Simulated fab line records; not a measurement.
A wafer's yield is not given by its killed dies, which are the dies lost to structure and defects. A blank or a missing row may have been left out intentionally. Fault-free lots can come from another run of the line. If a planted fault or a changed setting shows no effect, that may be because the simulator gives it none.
What tool caused it? | flow nand-harc | Sampling: 24 lots, 72 wafers, 6 of 1302 route steps

WHAT THE GAUGES SHOWED, per wafer
No reading from a measuring or inspecting step in the record can be judged against a usual standard deviation.

EACH LOT AND THE TOOL THAT RAN IT (in order: tool; ch and the chambers of the sampled wafers; start)
lot  | NHARC_P_CONTACT_STRIP_28           | NHARC_P_CONTACT_CMP_24        | NHARC_P_M0_PRE_CLEAN_31         | NHARC_P_M1_PRE_CLEAN_30                 | NHARC_P_M1_PVD_20                       | NHARC_P_M1_ANNEAL_31
L074 | rie-diel-03 ch 0,1,3, day 6 08:03  | cmp-02 ch 0,1,2, day 6 09:57  | pecvd-04 ch 0,1,2, day 6 14:02  | pvd-sputter-01, day 6 17:25 or earlier  | pvd-sputter-01, day 6 17:25 or earlier  | rtp-anneal-02 ch 0, day 6 17:25
L076 | rie-diel-05 ch 0,2,3, day 6 13:53  | cmp-04 ch 0,1,3, day 6 15:40  | pecvd-03 ch 0,1,2, day 6 19:34  | pvd-sputter-02, day 6 23:11 or earlier  | pvd-sputter-02, day 6 23:11 or earlier  | rtp-anneal-01 ch 0, day 6 23:11
L075 | rie-diel-03 ch 0,3, day 6 14:47    | cmp-04 ch 0,3, day 6 16:31    | pecvd-03 ch 0,1,2, day 6 20:26  | pvd-sputter-01, day 6 23:50 or earlier  | pvd-sputter-01, day 6 23:50 or earlier  | rtp-anneal-02 ch 0, day 6 23:50
L078 | rie-diel-05 ch 0,1,3, day 7 15:11  | cmp-04 ch 0,1,3, day 7 16:54  | pecvd-03 ch 1,2, day 7 20:52    | pvd-sputter-01, day 8 00:10 or earlier  | pvd-sputter-01, day 8 00:10 or earlier  | rtp-anneal-01 ch 0, day 8 00:10
L077 | rie-diel-05 ch 0,1,3, day 7 16:52  | cmp-02 ch 0,1,2, day 7 18:37  | pecvd-03 ch 0,1,2, day 7 22:40  | pvd-sputter-03, day 8 02:07 or earlier  | pvd-sputter-03, day 8 02:07 or earlier  | rtp-anneal-02 ch 0, day 8 02:07
L079 | rie-diel-05 ch 0,1,3, day 8 08:28  | cmp-03 ch 0,1,2, day 8 10:11  | pecvd-03 ch 1,2, day 8 14:24    | pvd-sputter-02, day 8 17:40 or earlier  | pvd-sputter-02, day 8 17:40 or earlier  | rtp-anneal-01 ch 0, day 8 17:40
L080 | rie-diel-05 ch 0,1,2, day 8 09:18  | cmp-02 ch 1,2,3, day 8 11:02  | pecvd-03 ch 0,1,2, day 8 15:06  | pvd-sputter-03, day 8 18:23 or earlier  | pvd-sputter-03, day 8 18:23 or earlier  | rtp-anneal-01 ch 0, day 8 18:23
L081 | rie-diel-08 ch 0,3, day 8 22:15    | cmp-03 ch 0,3, day 9 00:01    | pecvd-04 ch 0,1, day 9 04:03    | pvd-sputter-02, day 9 07:23 or earlier  | pvd-sputter-02, day 9 07:23 or earlier  | rtp-anneal-01 ch 0, day 9 07:23
L082 | rie-diel-05 ch 0,2,3, day 9 04:15  | cmp-03 ch 0,1,3, day 9 06:03  | pecvd-03 ch 0,1, day 9 09:56    | pvd-sputter-02, day 9 13:11 or earlier  | pvd-sputter-02, day 9 13:11 or earlier  | rtp-anneal-01 ch 0, day 9 13:11
L083 | rie-diel-03 ch 0,2, day 9 11:53    | cmp-03 ch 1,2,3, day 9 13:39  | pecvd-01 ch 0,1, day 9 18:43    | pvd-sputter-03, day 9 22:01 or earlier  | pvd-sputter-03, day 9 22:01 or earlier  | rtp-anneal-02 ch 0, day 9 22:01
L084 | rie-diel-03 ch 0,1,2, day 10 08:16 | cmp-02 ch 1,2,3, day 10 10:07 | pecvd-03 ch 0,1, day 10 14:11   | pvd-sputter-02, day 10 17:20 or earlier | pvd-sputter-02, day 10 17:20 or earlier | rtp-anneal-02 ch 0, day 10 17:20
L085 | rie-diel-05 ch 0,3, day 10 12:17   | cmp-04 ch 1,2, day 10 14:00   | pecvd-01 ch 1,2, day 10 17:57   | pvd-sputter-03, day 10 21:25 or earlier | pvd-sputter-03, day 10 21:25 or earlier | rtp-anneal-02 ch 0, day 10 21:25
L086 | rie-diel-03 ch 1,2, day 10 16:11   | cmp-03 ch 1,2,3, day 10 17:57 | pecvd-01 ch 1,2, day 10 21:59   | pvd-sputter-01, day 11 01:14 or earlier | pvd-sputter-01, day 11 01:14 or earlier | rtp-anneal-01 ch 0, day 11 01:14
L087 | rie-diel-05 ch 0,1, day 11 12:23   | cmp-04 ch 0,3, day 11 14:08   | pecvd-04 ch 0,1,2, day 11 18:00 | pvd-sputter-02, day 11 21:44 or earlier | pvd-sputter-02, day 11 21:44 or earlier | rtp-anneal-01 ch 0, day 11 21:44
L088 | rie-diel-03 ch 0,1, day 12 05:07   | cmp-02 ch 2,3, day 12 06:50   | pecvd-01 ch 0,1,2, day 12 11:12 | pvd-sputter-02, day 12 14:26 or earlier | pvd-sputter-02, day 12 14:26 or earlier | rtp-anneal-01 ch 0, day 12 14:26
L089 | rie-diel-03 ch 0,1,2, day 12 05:32 | cmp-03 ch 0,1, day 12 07:47   | pecvd-01 ch 1,2, day 12 13:02   | pvd-sputter-02, day 12 16:12 or earlier | pvd-sputter-02, day 12 16:12 or earlier | rtp-anneal-01 ch 0, day 12 16:12
L090 | rie-diel-08 ch 0,1,3, day 12 17:02 | cmp-04 ch 1,2,3, day 12 18:44 | pecvd-03 ch 0,2, day 12 22:41   | pvd-sputter-01, day 13 01:59 or earlier | pvd-sputter-01, day 13 01:59 or earlier | rtp-anneal-02 ch 0, day 13 01:59
L091 | rie-diel-08 ch 0,2,3, day 12 23:02 | cmp-03 ch 0,1,2, day 13 00:47 | pecvd-04 ch 0,1,2, day 13 04:48 | pvd-sputter-03, day 13 07:59 or earlier | pvd-sputter-03, day 13 07:59 or earlier | rtp-anneal-01 ch 0, day 13 07:59
L092 | rie-diel-03 ch 2,3, day 13 08:05   | cmp-02 ch 1,2, day 13 09:50   | pecvd-01 ch 0,2, day 13 13:58   | pvd-sputter-01, day 13 17:08 or earlier | pvd-sputter-01, day 13 17:08 or earlier | rtp-anneal-02 ch 0, day 13 17:08
L093 | rie-diel-03 ch 0,3, day 13 22:45   | cmp-02 ch 1,2, day 14 00:35   | pecvd-03 ch 0,1,2, day 14 04:44 | pvd-sputter-01, day 14 07:59 or earlier | pvd-sputter-01, day 14 07:59 or earlier | rtp-anneal-01 ch 0, day 14 07:59
L094 | rie-diel-05 ch 0,1,2, day 14 05:14 | cmp-02 ch 0,1,3, day 14 06:58 | pecvd-04 ch 0,1, day 14 11:45   | pvd-sputter-02, day 14 15:03 or earlier | pvd-sputter-02, day 14 15:03 or earlier | rtp-anneal-02 ch 0, day 14 15:03
L095 | rie-diel-05 ch 1,2,3, day 14 12:13 | cmp-04 ch 0,1,3, day 14 13:57 | pecvd-03 ch 1,2, day 14 17:57   | pvd-sputter-03, day 14 21:23 or earlier | pvd-sputter-03, day 14 21:23 or earlier | rtp-anneal-01 ch 0, day 14 21:23
L096 | rie-diel-05 ch 0,1,2, day 14 23:40 | cmp-04 ch 0,1,3, day 15 01:23 | pecvd-01 ch 0,1,2, day 15 05:17 | pvd-sputter-03, day 15 08:34 or earlier | pvd-sputter-03, day 15 08:34 or earlier | rtp-anneal-01 ch 0, day 15 08:34
L097 | rie-diel-03 ch 0,1,2, day 15 16:01 | cmp-04 ch 1,2, day 15 17:45   | pecvd-03 ch 1,2, day 15 21:57   | pvd-sputter-01, day 16 01:26 or earlier | pvd-sputter-01, day 16 01:26 or earlier | rtp-anneal-01 ch 0, day 16 01:26
- NHARC_P_CONTACT_STRIP_28: strips in O2.
- NHARC_P_CONTACT_CMP_24: polishes, t overpolish 30 s, target thk 200 nm.
- NHARC_P_M0_PRE_CLEAN_31: time 12 s.
- NHARC_P_M1_PRE_CLEAN_30: time 30 s.
- NHARC_P_M1_PVD_20: deposits TaN, target thk 5 nm, time 8.06 s.
- NHARC_P_M1_ANNEAL_31: time 90 s.

WHAT THE TOOLS THEMSELVES READ (means of the sampled wafers that have a number; where no wafer has one, the mark that the record gives instead)
NHARC_P_CONTACT_STRIP_28. Usual: drypump-motor-current-A 5.6 A, standard deviation 0.53; oes-product-au 0.998 a.u., standard deviation 0.011; rf-vpp-V 57.9 V, standard deviation 0.8; showerhead-plenum-p-Torr 3.56 Torr, standard deviation 0.1; throttle-valve-pct 17.036 %, standard deviation 0.0097.
lot  | tool        | drypump-motor-current-A (A) | oes-product-au (a.u.) | rf-vpp-V (V) | showerhead-plenum-p-Torr (Torr) | throttle-valve-pct (%) | flag
L074 | rie-diel-03 | 5.8                         | 1.005                 | 58.2         | 3.60                            | 17.037                 |
L076 | rie-diel-05 | 5.2                         | 0.997                 | 57.8         | 3.57                            | 17.042                 |
L075 | rie-diel-03 | 6.0                         | 0.990                 | 57.9         | 3.58                            | 17.038                 |
L078 | rie-diel-05 | 5.5                         | 1.001                 | 58.4         | 3.55                            | 17.046                 |
L077 | rie-diel-05 | 5.5                         | 1.003                 | 57.0         | 3.55                            | 17.037                 |
L079 | rie-diel-05 | 5.5                         | 1.013                 | 58.0         | 3.55                            | 17.037                 |
L080 | rie-diel-05 | 5.6                         | 1.008                 | 58.1         | 3.63                            | 17.033                 |
L081 | rie-diel-08 | 6.3                         | 0.989                 | 57.8         | 3.60                            | 17.037                 |
L082 | rie-diel-05 | 5.2                         | 1.005                 | 58.4         | 3.57                            | 17.049                 |
L083 | rie-diel-03 | 5.4                         | 0.992                 | 59.2         | 3.51                            | 17.043                 |
L084 | rie-diel-03 | 5.8                         | 0.998                 | 57.6         | 3.51                            | 17.028                 |
L085 | rie-diel-05 | 5.1                         | 0.998                 | 57.8         | 3.49                            | 17.031                 |
L086 | rie-diel-03 | 5.3                         | 0.989                 | 57.8         | 3.53                            | 17.032                 |
L087 | rie-diel-05 | 5.8                         | 1.006                 | 58.3         | 3.60                            | 17.039                 |
L088 | rie-diel-03 | 6.1                         | 0.995                 | 57.8         | 3.52                            | 17.037                 |
L089 | rie-diel-03 | 5.8                         | 0.989                 | 57.6         | 3.51                            | 17.031                 |
L090 | rie-diel-08 | 6.0                         | 0.995                 | 57.9         | 3.56                            | 17.038                 |
L091 | rie-diel-08 | 6.1                         | 0.990                 | 58.1         | 3.50                            | 17.033                 |
L092 | rie-diel-03 | 5.1                         | 1.010                 | 58.0         | 3.59                            | 17.048                 |
L093 | rie-diel-03 | 5.6                         | 1.006                 | 57.3         | 3.67                            | 17.031                 |
L094 | rie-diel-05 | 5.6                         | 0.993                 | 57.8         | 3.63                            | 17.033                 |
L095 | rie-diel-05 | 5.2                         | 0.994                 | 58.2         | 3.58                            | 17.039                 |
L096 | rie-diel-05 | 5.6                         | 0.998                 | 57.8         | 3.63                            | 17.025                 |
L097 | rie-diel-03 | 5.7                         | 1.001                 | 57.0         | 3.51                            | 17.042                 |

NHARC_P_CONTACT_CMP_24. Usual: motor-current-A 12.2 A, standard deviation 1.5; overpolish-run-s 29.999 s, standard deviation 0.0092; time-to-endpoint-s 42 s, standard deviation 3.3.
lot  | tool   | motor-current-A (A) | overpolish-run-s (s) | time-to-endpoint-s (s) | flag
L074 | cmp-02 | 12.8                | 29.992               | 43                     |
L076 | cmp-04 | 11.5                | 29.999               | 47                     |
L075 | cmp-04 | 11.4                | 30.005               | 42                     |
L078 | cmp-04 | 12.0                | 30.006               | 45                     |
L077 | cmp-02 | 12.5                | 29.996               | 38                     |
L079 | cmp-03 | 13.7                | 29.994               | 43                     |
L080 | cmp-02 | 11.1                | 30.008               | 39                     |
L081 | cmp-03 | 11.5                | 30.003               | 42                     |
L082 | cmp-03 | 12.9                | 30.003               | 44                     |
L083 | cmp-03 | 12.5                | 30.005               | 45                     |
L084 | cmp-02 | 11.3                | 30.010               | 37                     |
L085 | cmp-04 | 11.7                | 29.993               | 39                     |
L086 | cmp-03 | 12.4                | 30.006               | 41                     |
L087 | cmp-04 | 12.3                | 29.998               | 44                     |
L088 | cmp-02 | 11.3                | 29.998               | 39                     |
L089 | cmp-03 | 13.7                | 30.000               | 42                     |
L090 | cmp-04 | 12.2                | 29.992               | 45                     |
L091 | cmp-03 | 13.9                | 30.003               | 44                     |
L092 | cmp-02 | 10.9                | 29.990               | 38                     |
L093 | cmp-02 | 11.3                | 29.992               | 40                     |
L094 | cmp-02 | 12.8                | 29.996               | 43                     |
L095 | cmp-04 | 11.7                | 29.990               | 41                     |
L096 | cmp-04 | 11.8                | 29.997               | 44                     |
L097 | cmp-04 | 11.4                | 30.007               | 43                     |

NHARC_P_M0_PRE_CLEAN_31. Usual: heater-power-w 650 W, standard deviation 100.
lot  | tool     | heater-power-w (W) | flag
L074 | pecvd-04 | 653                |
L076 | pecvd-03 | 611                |
L075 | pecvd-03 | 631                |
L078 | pecvd-03 | 745                |
L077 | pecvd-03 | 661                |
L079 | pecvd-03 | 704                |
L080 | pecvd-03 | 678                |
L081 | pecvd-04 | 638                |
L082 | pecvd-03 | 541                |
L083 | pecvd-01 | 624                |
L084 | pecvd-03 | 544                |
L085 | pecvd-01 | 748                |
L086 | pecvd-01 | 731                |
L087 | pecvd-04 | 611                |
L088 | pecvd-01 | 694                |
L089 | pecvd-01 | 764                |
L090 | pecvd-03 | 689                |
L091 | pecvd-04 | 568                |
L092 | pecvd-01 | 740                |
L093 | pecvd-03 | 647                |
L094 | pecvd-04 | 637                |
L095 | pecvd-03 | 707                |
L096 | pecvd-01 | 643                |
L097 | pecvd-03 | 683                |

NHARC_P_M1_PRE_CLEAN_30. Usual: heater-power-w 391 W, standard deviation 47.
lot  | tool           | heater-power-w (W) | flag
L074 | pvd-sputter-01 | 429                |
L076 | pvd-sputter-02 | 398                |
L075 | pvd-sputter-01 | 418                |
L078 | pvd-sputter-01 | 389                |
L077 | pvd-sputter-03 | 358                |
L079 | pvd-sputter-02 | 389                |
L080 | pvd-sputter-03 | 363                |
L081 | pvd-sputter-02 | 384                |
L082 | pvd-sputter-02 | 411                |
L083 | pvd-sputter-03 | 327                |
L084 | pvd-sputter-02 | 405                |
L085 | pvd-sputter-03 | 323                |
L086 | pvd-sputter-01 | 432                |
L087 | pvd-sputter-02 | 365                |
L088 | pvd-sputter-02 | 373                |
L089 | pvd-sputter-02 | 395                |
L090 | pvd-sputter-01 | 433                |
L091 | pvd-sputter-03 | 386                |
L092 | pvd-sputter-01 | 434                |
L093 | pvd-sputter-01 | 433                |
L094 | pvd-sputter-02 | 371                |
L095 | pvd-sputter-03 | 356                |
L096 | pvd-sputter-03 | 357                |
L097 | pvd-sputter-01 | 437                |

NHARC_P_M1_PVD_20. Usual: throttle-valve-pct 29.8 %, standard deviation 1.
lot  | tool           | throttle-valve-pct (%) | flag
L074 | pvd-sputter-01 | 29.2                   |
L076 | pvd-sputter-02 | 29.9                   |
L075 | pvd-sputter-01 | 29.3                   |
L078 | pvd-sputter-01 | 28.9                   |
L077 | pvd-sputter-03 | 30.7                   |
L079 | pvd-sputter-02 | 29.2                   |
L080 | pvd-sputter-03 | 30.4                   |
L081 | pvd-sputter-02 | 28.6                   |
L082 | pvd-sputter-02 | 29.3                   |
L083 | pvd-sputter-03 | 30.4                   |
L084 | pvd-sputter-02 | 29.6                   |
L085 | pvd-sputter-03 | 30.4                   |
L086 | pvd-sputter-01 | 29.6                   |
L087 | pvd-sputter-02 | 30.0                   |
L088 | pvd-sputter-02 | 29.7                   |
L089 | pvd-sputter-02 | 29.3                   |
L090 | pvd-sputter-01 | 29.7                   |
L091 | pvd-sputter-03 | 30.6                   |
L092 | pvd-sputter-01 | 29.6                   |
L093 | pvd-sputter-01 | 29.6                   |
L094 | pvd-sputter-02 | 30.1                   |
L095 | pvd-sputter-03 | 30.6                   |
L096 | pvd-sputter-03 | 30.8                   |
L097 | pvd-sputter-01 | 29.9                   |

NHARC_P_M1_ANNEAL_31. Usual: anneal-temp-c 225.02 C, standard deviation 0.16; wafer_temp_C_max 226.3, standard deviation 0.36.
lot  | tool          | anneal-temp-c (C) | wafer_temp_C_max | flag
L074 | rtp-anneal-02 | 225.00            | 225.8            |
L076 | rtp-anneal-01 | 225.11            | 226.4            |
L075 | rtp-anneal-02 | 225.09            | 226.0            |
L078 | rtp-anneal-01 | 225.04            | 226.4            |
L077 | rtp-anneal-02 | 224.91            | 226.1            |
L079 | rtp-anneal-01 | 224.83            | 226.7            |
L080 | rtp-anneal-01 | 225.11            | 226.2            |
L081 | rtp-anneal-01 | 224.89            | 226.5            |
L082 | rtp-anneal-01 | 225.20            | 226.4            |
L083 | rtp-anneal-02 | 224.97            | 225.9            |
L084 | rtp-anneal-02 | 224.89            | 225.8            |
L085 | rtp-anneal-02 | 224.93            | 225.9            |
L086 | rtp-anneal-01 | 225.28            | 226.2            |
L087 | rtp-anneal-01 | 225.12            | 226.6            |
L088 | rtp-anneal-01 | 225.04            | 226.7            |
L089 | rtp-anneal-01 | 224.82            | 226.3            |
L090 | rtp-anneal-02 | 225.03            | 225.9            |
L091 | rtp-anneal-01 | 224.95            | 226.1            |
L092 | rtp-anneal-02 | 224.89            | 225.9            |
L093 | rtp-anneal-01 | 224.95            | 226.3            |
L094 | rtp-anneal-02 | 225.03            | 226.2            |
L095 | rtp-anneal-01 | 225.13            | 226.2            |
L096 | rtp-anneal-01 | 224.90            | 226.4            |
L097 | rtp-anneal-01 | 225.00            | 226.4            |

THE ANSWER, worked out from the rows above alone
Rule: take the mean of a lot's wafers that have a number; if it is more than 3 standard deviations from the usual mean, the lot is off. Also off: a lot with no number at a reading for which 4 or more lots have one. Any other lot the step has rows for is counted as sound. First the gauges in route order, then the tools' own readings, where a lot's mean is used as printed above. At the first step where some lot is off, the reading lying furthest off is the one used; lots without a number count as furthest.
No lot is off on any of the readings shown, so nothing can be concluded from this.

WHAT THE SIMULATOR PUT IN
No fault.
